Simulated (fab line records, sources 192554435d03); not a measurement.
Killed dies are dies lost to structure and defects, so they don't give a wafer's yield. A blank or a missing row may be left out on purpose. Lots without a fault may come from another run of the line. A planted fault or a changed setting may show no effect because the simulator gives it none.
Which tool did it? | flow n5_finfet | 8 lots, 24 wafers sampled, at 7 steps of a route of 1938

WHAT THE GAUGES READ, wafer by wafer
N5_SD_EPI_P_EPI_MEAS_23. Usual: thk_nm 61.0 nm, standard deviation 1.2.
lot  | measured    | on            | thk_nm (nm)    | flag
L896 | day 4 18:22 | film_metro-02 | 60.3 60.3 59.4 |
L897 | day 4 21:46 | film_metro-02 | 61.3 59.3 61.7 |
L898 | day 5 05:02 | film_metro-01 | 61.3 60.8 61.9 |
L901 | day 6 03:32 | film_metro-01 | 60.5 61.9 61.7 |
L903 | day 6 13:55 | film_metro-02 | 61.6 61.3 58.4 |
L906 | day 7 03:40 | film_metro-01 | 44.1 43.2 45.2 | OFF
L907 | day 7 11:32 | film_metro-01 | 42.6 46.6 44.6 | OFF
L913 | day 8 22:33 | film_metro-02 | 60.4 62.2 61.3 |

N5_SD_ACTIVATION_RS_MEAS_03: measures by four-point-probe. Usual: RS_SD_N 21.89 ohm/sq, standard deviation 0.28; RS_SD_P 56.2 ohm/sq, standard deviation 0.9.
lot  | measured    | on            | RS_SD_N (ohm/sq)  | RS_SD_P (ohm/sq) | flag
L896 | day 4 19:00 | film_metro-02 | 21.68 21.70 21.95 | 56.0 55.9 56.6   |
L897 | day 4 22:25 | film_metro-01 | 21.92 21.56 21.71 | 55.4 56.5 57.0   |
L898 | day 5 05:39 | film_metro-01 | 22.03 21.90 22.25 | 56.4 56.4 56.1   |
L901 | day 6 04:13 | film_metro-02 | 22.03 21.60 21.92 | 57.2 56.9 56.3   |
L903 | day 6 14:31 | film_metro-02 | 22.13 21.85 21.90 | 55.7 56.4 56.0   |
L906 | day 7 04:25 | film_metro-02 | 21.79 21.78 21.55 | 98.2 98.9 98.1   | OFF
L907 | day 7 12:30 | film_metro-02 | 21.66 21.98 21.69 | 96.9 96.3 96.1   | OFF
L913 | day 8 23:11 | film_metro-01 | 21.77 21.68 21.60 | 56.8 55.7 56.4   |

N5_BEOL_M4_RC_MEAS_101. Usual: DIBL_N 37.5 mV/V, standard deviation 2.5; DIBL_P 38 mV/V, standard deviation 3.1; IOFF_N 0.19 nA/um, standard deviation 0.059; IOFF_P 0.24 nA/um, standard deviation 0.061; ION_N 679 uA/um, standard deviation 16; ION_P 465 uA/um, standard deviation 9.8; RC_DENSE_P 24.2 ohm.um, standard deviation 0.81; RC_P 19.7 ohm.um, standard deviation 0.64; REXT_P 101.0 ohm.um, standard deviation 2.9; RS_SD_P 66.1 ohm/sq, standard deviation 0.96; SS_N 72.0 mV/dec, standard deviation 0.8; SS_P 73.7 mV/dec, standard deviation 0.86; VT_N 248 mV, standard deviation 4.5; VT_P -249 mV, standard deviation 3.5; VT_P_LVT -97 mV, standard deviation 3.3.
lot  | measured     | on        | DIBL_N (mV/V)  | DIBL_P (mV/V) | IOFF_N (nA/um) | IOFF_P (nA/um) | ION_N (uA/um) | ION_P (uA/um) | RC_DENSE_P (ohm.um) | RC_P (ohm.um)  | REXT_P (ohm.um)   | RS_SD_P (ohm/sq)  | SS_N (mV/dec)  | SS_P (mV/dec)  | VT_N (mV)   | VT_P (mV)      | VT_P_LVT (mV)  | flag
L896 | day 8 23:56  | prober-02 | 31.0 33.5 33.7 | 28 33 35      | 0.08 0.12 0.13 | 0.12 0.18 0.19 | 644 679 672   | 452 467 462   | 23.3 24.9 23.7      | 19.0 20.3 19.5 | 99.5 99.0 100.8   | 66.4 66.5 66.2    | 70.6 69.8 70.2 | 70.8 72.5 73.0 | 259 253 250 | -255 -251 -250 | -103 -99 -99   |
L897 | day 9 23:35  | prober-01 | 33.7 37.1 41.1 | 34 39 44      | 0.12 0.18 0.31 | 0.17 0.23 0.34 | 662 677 705   | 453 464 477   | 24.3 25.2 23.2      | 19.9 20.8 18.8 | 100.6 100.8 99.1  | 65.9 66.6 66.9    | 71.2 71.8 73.1 | 72.9 73.8 75.8 | 255 249 244 | -252 -246 -245 | -98 -96 -92    |
L898 | day 10 05:40 | prober-02 | 35.9 37.2 33.6 | 37 37 34      | 0.16 0.19 0.11 | 0.20 0.20 0.17 | 667 680 659   | 459 461 451   | 24.2 24.4 23.7      | 19.7 19.6 19.2 | 104.9 105.6 103.4 | 66.6 66.4 66.1    | 72.3 72.0 70.9 | 73.8 73.0 73.0 | 251 249 255 | -252 -251 -254 | -99 -100 -103  |
L901 | day 11 11:34 | prober-01 | 39.7 33.7 36.6 | 42 34 38      | 0.30 0.13 0.21 | 0.37 0.19 0.29 | 716 670 701   | 484 461 486   | 24.7 24.6 25.3      | 20.0 20.2 20.5 | 100.6 101.6 100.7 | 66.7 66.6 65.6    | 72.8 72.0 71.9 | 74.3 72.9 74.4 | 239 252 241 | -239 -251 -244 | -91 -99 -94    |
L903 | day 11 13:14 | prober-02 | 35.6 34.5 37.2 | 35 34 38      | 0.15 0.14 0.18 | 0.17 0.17 0.22 | 660 672 678   | 448 453 450   | 24.3 24.3 24.0      | 19.9 19.9 19.5 | 99.3 99.1 97.9    | 65.3 66.2 66.1    | 71.4 71.0 71.9 | 73.2 72.5 73.9 | 250 248 246 | -255 -255 -250 | -101 -101 -98  |
L906 | day 11 18:13 | prober-01 | 39.9 39.4 39.4 | 41 42 42      | 0.28 0.25 0.26 | 0.19 0.19 0.19 | 702 690 686   | 427 425 427   | 29.2 29.0 28.8      | 23.7 23.6 23.4 | 139.9 138.7 139.7 | 113.5 114.8 113.9 | 72.3 71.7 72.6 | 74.4 74.5 74.1 | 242 246 243 | -258 -258 -259 | -108 -108 -108 | OFF
L907 | day 11 22:50 | prober-02 | 36.4 36.4 37.9 | 36 36 39      | 0.15 0.15 0.19 | 0.11 0.12 0.14 | 668 679 689   | 415 424 428   | 28.9 27.6 27.4      | 23.8 22.6 22.3 | 140.9 138.5 138.0 | 112.5 110.8 112.4 | 71.9 72.0 72.1 | 73.1 73.3 73.6 | 253 252 248 | -264 -266 -262 | -115 -113 -112 | OFF
L913 | day 14 00:07 | prober-02 | 37.5 34.7 37.5 | 39 35 40      | 0.18 0.13 0.19 | 0.22 0.17 0.26 | 679 673 677   | 466 459 463   | 24.2 25.5 25.0      | 19.7 20.8 20.7 | 100.1 99.5 98.3   | 66.4 65.3 66.9    | 72.5 71.5 72.1 | 73.7 73.4 74.5 | 251 254 248 | -252 -252 -249 | -99 -102 -96   |

WHICH TOOL RAN EACH LOT (tool, then ch and the chambers of the sampled wafers, then the start)
lot  | N5_SD_EPI_N_ETCH_35               | N5_SD_EPI_N_VAPOR_ETCH_50      | N5_SD_EPI_P_EPI_21             | N5_ILD0_CMP_03
L896 | rie_diel-01 ch 0,2,3, day 4 10:34 | epi_rpcvd-01 ch 0, day 4 12:02 | epi_rpcvd-01 ch 0, day 4 16:32 | cmp-01 ch 2,3, day 4 22:10
L897 | rie_diel-05 ch 0,1,3, day 4 12:55 | epi_rpcvd-02 ch 0, day 4 14:45 | epi_rpcvd-01 ch 0, day 4 20:17 | cmp-02 ch 0,1, day 5 01:08
L898 | rie_diel-03 ch 0,2, day 4 19:05   | epi_rpcvd-02 ch 0, day 4 20:37 | epi_rpcvd-01 ch 0, day 5 02:07 | cmp-03 ch 0,2, day 5 08:28
L901 | rie_diel-03 ch 0,2, day 5 15:31   | epi_rpcvd-04 ch 0, day 5 17:31 | epi_rpcvd-01 ch 0, day 6 01:04 | cmp-01 ch 0,1,3, day 6 06:55
L903 | rie_diel-05 ch 1,2,3, day 6 03:04 | epi_rpcvd-04 ch 0, day 6 04:47 | epi_rpcvd-01 ch 0, day 6 11:00 | cmp-02 ch 1,2,3, day 6 17:52
L906 | rie_diel-01 ch 0,2, day 6 18:55   | epi_rpcvd-02 ch 0, day 6 20:22 | epi_rpcvd-01 ch 0, day 7 01:13 | cmp-01 ch 0,1,2, day 7 07:14
L907 | rie_diel-01 ch 1,3, day 7 02:52   | epi_rpcvd-02 ch 0, day 7 04:17 | epi_rpcvd-01 ch 0, day 7 09:05 | cmp-03 ch 2,3, day 7 15:12
L913 | rie_diel-01 ch 0,1, day 8 14:35   | epi_rpcvd-02 ch 0, day 8 16:02 | epi_rpcvd-02 ch 0, day 8 20:43 | cmp-03 ch 0,1,3, day 9 01:53
- N5_SD_EPI_N_ETCH_35: etches SOC in N2/H2, overetch 108 nm, time 486 s.
- N5_SD_EPI_N_VAPOR_ETCH_50: etches Si in HCl, time 54 s.
- N5_SD_EPI_P_EPI_21: deposits SiGe:B, time 355 s.
- N5_ILD0_CMP_03: polishes, stops on SiNx, t overpolish 1.9 s, target thk 197.38 nm.

WHAT THE TOOLS THEMSELVES READ (means of the sampled wafers that have a number; where no wafer has one, the mark that the record gives instead)
N5_SD_EPI_N_ETCH_35. Usual: drypump_motor_current_A 5.5 A, standard deviation 0.42; n2_flow_sccm 200.0 sccm, standard deviation 0.55; oes_product_au 0.70 a.u., standard deviation 0.081; rf_vpp_V 240.8 V, standard deviation 1.4; showerhead_plenum_p_Torr 2.54 Torr, standard deviation 0.095; throttle_valve_pct 23.8 %, standard deviation 0.59.
lot  | tool        | drypump_motor_current_A (A) | n2_flow_sccm (sccm) | oes_product_au (a.u.) | rf_vpp_V (V) | showerhead_plenum_p_Torr (Torr) | throttle_valve_pct (%) | flag
L896 | rie_diel-01 | 5.8                         | 200.3               | 0.66                  | 240.1        | 2.51                            | 23.8                   |
L897 | rie_diel-05 | 5.5                         | 200.1               | 0.74                  | 240.2        | 2.51                            | 23.5                   |
L898 | rie_diel-03 | 5.7                         | 200.0               | 0.72                  | 240.8        | 2.51                            | 24.1                   |
L901 | rie_diel-03 | 5.7                         | 199.8               | 0.71                  | 239.8        | 2.51                            | 24.1                   |
L903 | rie_diel-05 | 5.9                         | 200.1               | 0.74                  | 240.1        | 2.47                            | 23.4                   |
L906 | rie_diel-01 | 5.8                         | 199.8               | 0.61                  | 241.0        | 2.52                            | 24.2                   |
L907 | rie_diel-01 | 5.4                         | 200.2               | 0.68                  | 241.4        | 2.58                            | 23.7                   |
L913 | rie_diel-01 | 5.3                         | 200.1               | 0.68                  | 241.8        | 2.62                            | 24.5                   |

N5_SD_EPI_N_VAPOR_ETCH_50. Usual: chamber_pressure_Torr 20.01 Torr, standard deviation 0.045; throttle_valve_pct 11.39 %, standard deviation 0.29.
lot  | tool         | chamber_pressure_Torr (Torr) | throttle_valve_pct (%) | flag
L896 | epi_rpcvd-01 | 20.04                        | 11.88                  |
L897 | epi_rpcvd-02 | 20.08                        | 11.30                  |
L898 | epi_rpcvd-02 | 19.99                        | 11.35                  |
L901 | epi_rpcvd-04 | 19.99                        | 11.12                  |
L903 | epi_rpcvd-04 | 20.03                        | 11.29                  |
L906 | epi_rpcvd-02 | 20.09                        | 11.31                  |
L907 | epi_rpcvd-02 | 19.95                        | 11.34                  |
L913 | epi_rpcvd-02 | 20.04                        | 11.24                  |

N5_SD_EPI_P_EPI_21. Usual: chamber_pressure_Torr 20.00 Torr, standard deviation 0.041.
lot  | tool         | chamber_pressure_Torr (Torr) | flag
L896 | epi_rpcvd-01 | 19.95                        |
L897 | epi_rpcvd-01 | 20.00                        |
L898 | epi_rpcvd-01 | 20.02                        |
L901 | epi_rpcvd-01 | 20.01                        |
L903 | epi_rpcvd-01 | 20.03                        |
L906 | epi_rpcvd-01 | 8.82                         | OFF
L907 | epi_rpcvd-01 | 8.83                         | OFF
L913 | epi_rpcvd-02 | 19.96                        |

N5_ILD0_CMP_03. Usual: motor_current_A 12.2 A, standard deviation 1.4; overpolish_run_s 1.900 s, standard deviation 0.0094; time_to_endpoint_s 69 s, standard deviation 3.9.
lot  | tool   | motor_current_A (A) | overpolish_run_s (s) | time_to_endpoint_s (s) | flag
L896 | cmp-01 | 11.7                | 1.900                | 70                     |
L897 | cmp-02 | 12.7                | 1.888                | 66                     |
L898 | cmp-03 | 13.0                | 1.894                | 70                     |
L901 | cmp-01 | 12.0                | 1.903                | 71                     |
L903 | cmp-02 | 12.9                | 1.904                | 66                     |
L906 | cmp-01 | 11.3                | 1.905                | 65                     |
L907 | cmp-03 | 13.6                | 1.899                | 67                     |
L913 | cmp-03 | 11.5                | 1.903                | 70                     |

THE ANSWER, worked out from the rows above alone
Rule: a lot is off if the mean of its wafers that have a number lies more than 3 standard deviations from the usual mean. A lot without any number at a reading at which 4 lots or more have one is off too. The other lots that the step has rows for count as sound. The gauges are gone through in route order, then the tools' own readings, and for those a lot's mean is taken as printed above. The first step at which some lot is off is used, and at that step the reading that is off furthest; a lot without a number counts as furthest.
Off: L906, L907, at N5_SD_EPI_P_EPI_MEAS_23 (thk_nm).
A tool fits if, at a process step before that reading, it ran every lot that is off, and no sound lot after the first of them. The gauges at N5_SD_EPI_P_EPI_MEAS_23 aren't tried: what is off there is off at N5_SD_ACTIVATION_RS_MEAS_03 too, on other tools, and a gauge's error can't cause that. One fits: epi_rpcvd-01 at N5_SD_EPI_P_EPI_21. Its last sound lot is L903 (day 6 11:00), its first lot that is off L906 (day 7 01:13): a fault that began between those two fits.
The tool's own readings at N5_SD_EPI_P_EPI_21 bear it out: on the lots that are off they differ by more than 5 times the standard deviation of the sound lots' means. chamber_pressure_Torr reads 8.82 Torr there against 20.00 Torr on the sound lots.

WHAT THE SIMULATOR HAD PUT IN
Process parameter drift: epi_rpcvd-01, from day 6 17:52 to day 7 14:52, at N5_SD_EPI_P_EPI_21. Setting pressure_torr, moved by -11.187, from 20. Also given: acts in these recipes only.
Lots struck among those shown: L906, L907. The rule above found the same.
